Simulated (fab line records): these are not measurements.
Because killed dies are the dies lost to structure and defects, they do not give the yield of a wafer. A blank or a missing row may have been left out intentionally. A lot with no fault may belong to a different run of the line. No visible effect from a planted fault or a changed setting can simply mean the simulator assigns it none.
Matching of chambers | flow n5Finfet | rieDiel-01 running N5_FIN_SAQP_ETCH_69: 4 sister chambers
The step etches SOC in N2/H2, stops on SiNx, target depth 150 nm. 8 wafers are shown with their chamber, then 7 later ones without.

== WAFERS, EACH WITH ITS CHAMBER ==
wafer  | chamber | showerheadPlenumPTorr (Torr) | throttleValvePct (%)
L077.5 | 0       | 2.53                         | 17.93
L081.3 | 2       | 2.46                         | 17.62
L081.5 | 0       | 2.53                         | 17.95
L082.2 | 3       | 2.41                         | 17.63
L082.3 | 2       | 2.46                         | 17.64
L082.4 | 1       | 2.66                         | 18.31
L089.1 | 3       | 2.40                         | 17.65
L089.2 | 1       | 2.66                         | 18.33

== WAFERS MISSING THEIR CHAMBER ==
wafer  | showerheadPlenumPTorr (Torr) | throttleValvePct (%)
L089.5 | 2.66                         | 18.30
L096.2 | 2.51                         | 18.02
L096.3 | 2.44                         | 17.69
L096.5 | 2.39                         | 17.65
L097.3 | 2.51                         | 18.02
L097.5 | 2.39                         | 17.67
L097.6 | 2.44                         | 17.69

== CHAMBER TAKEN BY EACH ==
wafer  | from the rows above | in truth
L089.5 | 1                   | 1
L096.2 | 0                   | 0
L096.3 | 2                   | 2
L096.5 | 3                   | 3
L097.3 | 0                   | 0
L097.5 | 3                   | 3
L097.6 | 2                   | 2
Placed correctly: 7 of 7. Not placeable from these rows: 0. 0 placed wrongly.
How it was worked out, from the rows above alone: a wafer's distance from a chamber is the root of the sum, over the readings, of the square of ((its reading less the chamber's mean) divided by the reading's scatter). If the next closest chamber is less than 2 further off than the closest, the wafer can't be placed; otherwise it belongs to the closest. The mean given for a chamber averages the wafers shown for that chamber. The scatter: take each reading less its chamber's mean, square it, sum over the shown wafers, divide by the number of wafers less the number of chambers, and take the root.
